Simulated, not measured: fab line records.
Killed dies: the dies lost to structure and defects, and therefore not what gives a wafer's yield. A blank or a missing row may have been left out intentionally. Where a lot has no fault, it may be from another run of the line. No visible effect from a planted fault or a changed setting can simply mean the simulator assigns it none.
Matching of chambers / flow n5 finfet / N5_BEOL_M5_CURE_80 on uv cure-01: 3 sister chambers
The step cures SiCOH lowk, time 120 s. 3 wafers are shown with their chamber, then 12 later ones without.

== WAFERS WITH THEIR CHAMBER ==
wafer=L085.6; chamber=0; wafer_temp_C_max=372.5
wafer=L089.3; chamber=2; wafer_temp_C_max=371.4
wafer=L090.3; chamber=1; wafer_temp_C_max=371.9

== WAFERS WITH NO CHAMBER GIVEN ==
wafer=L091.1; wafer_temp_C_max=371.5
wafer=L091.2; wafer_temp_C_max=371.3
wafer=L091.6; wafer_temp_C_max=371.8
wafer=L093.1; wafer_temp_C_max=372.2
wafer=L093.5; wafer_temp_C_max=372.5
wafer=L093.6; wafer_temp_C_max=371.3
wafer=L096.1; wafer_temp_C_max=371.1
wafer=L096.4; wafer_temp_C_max=371.9
wafer=L096.6; wafer_temp_C_max=371.9
wafer=L097.1; wafer_temp_C_max=371.7
wafer=L097.2; wafer_temp_C_max=371.8
wafer=L097.4; wafer_temp_C_max=372.4

== THE CHAMBER EACH PASSED THROUGH ==
wafer=L091.1; from the rows above=can't be placed: 2 or 1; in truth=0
wafer=L091.2; from the rows above=2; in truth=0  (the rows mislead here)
wafer=L091.6; from the rows above=can't be placed: 1 or 2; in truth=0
wafer=L093.1; from the rows above=can't be placed: 0 or 1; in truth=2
wafer=L093.5; from the rows above=0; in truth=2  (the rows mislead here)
wafer=L093.6; from the rows above=2; in truth=2
wafer=L096.1; from the rows above=2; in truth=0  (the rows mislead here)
wafer=L096.4; from the rows above=1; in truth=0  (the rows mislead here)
wafer=L096.6; from the rows above=1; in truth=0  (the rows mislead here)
wafer=L097.1; from the rows above=can't be placed: 1 or 2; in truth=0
wafer=L097.2; from the rows above=can't be placed: 1 or 2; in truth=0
wafer=L097.4; from the rows above=0; in truth=0
2 of 12 placed correctly. Cannot be placed on the basis of these rows: 5; the candidates contain the true chamber in 0. Number placed wrongly: 5.
How it was worked out, from the rows above alone: a wafer's distance from a chamber is the root of the sum, over the readings, of the square of ((its reading less the chamber's mean) divided by the reading's scatter). If the next closest chamber is less than 2 further off than the closest, the wafer can't be placed; otherwise it belongs to the closest. Each chamber's mean is taken over the wafers shown for it. The scatter: with one shown wafer a chamber, the root of the mean of the squares of how far each hidden wafer lies from its nearest shown one.
